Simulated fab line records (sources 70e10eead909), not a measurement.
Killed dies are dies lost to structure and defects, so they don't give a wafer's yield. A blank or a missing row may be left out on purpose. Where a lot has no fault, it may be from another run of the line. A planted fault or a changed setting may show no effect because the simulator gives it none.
Chamber matching | flow nand_harc | NHARC_P_CONTACT_CMP_01 on cmp-01: 4 sister chambers
The step polishes SiO2, target thk 200 nm. 4 wafers are shown with their chamber, then 10 later ones without.

WAFERS WITH THEIR CHAMBER
wafer  | chamber | motor_current_A (A)
L083.3 | 2       | 11.8
L084.5 | 0       | 13.3
L087.2 | 1       | 10.2
L087.3 | 3       | 12.8

WAFERS WITHOUT THEIR CHAMBER
wafer  | motor_current_A (A)
L087.4 | 11.3
L088.2 | 10.6
L088.5 | 13.2
L088.6 | 11.5
L089.3 | 13.5
L089.4 | 11.9
L089.5 | 10.4
L093.2 | 10.4
L093.4 | 12.7
L093.5 | 13.7

WHICH CHAMBER EACH WENT THROUGH
wafer  | from the rows above     | in truth
L087.4 | 2                       | 2
L088.2 | 1                       | 1
L088.5 | can't be placed: 0 or 3 | 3
L088.6 | 2                       | 2
L089.3 | can't be placed: 0 or 3 | 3
L089.4 | 2                       | 2
L089.5 | 1                       | 1
L093.2 | 1                       | 1
L093.4 | can't be placed: 3 or 0 | 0
L093.5 | can't be placed: 0 or 3 | 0
6 of 10 placed correctly. Can't be placed from these rows: 4 (the true chamber is among the candidates in 4). Placed wrongly: 0.
How it was worked out, from the rows above alone: a wafer's distance from a chamber is the root of the sum, over the readings, of the square of ((its reading less the chamber's mean) divided by the reading's scatter). If the next closest chamber is less than 2 further off than the closest, the wafer can't be placed; otherwise it belongs to the closest. A chamber's mean is the mean of its shown wafers. The scatter (one wafer shown for each chamber): square how far every hidden wafer sits from the nearest shown wafer, average those squares and take the square root.
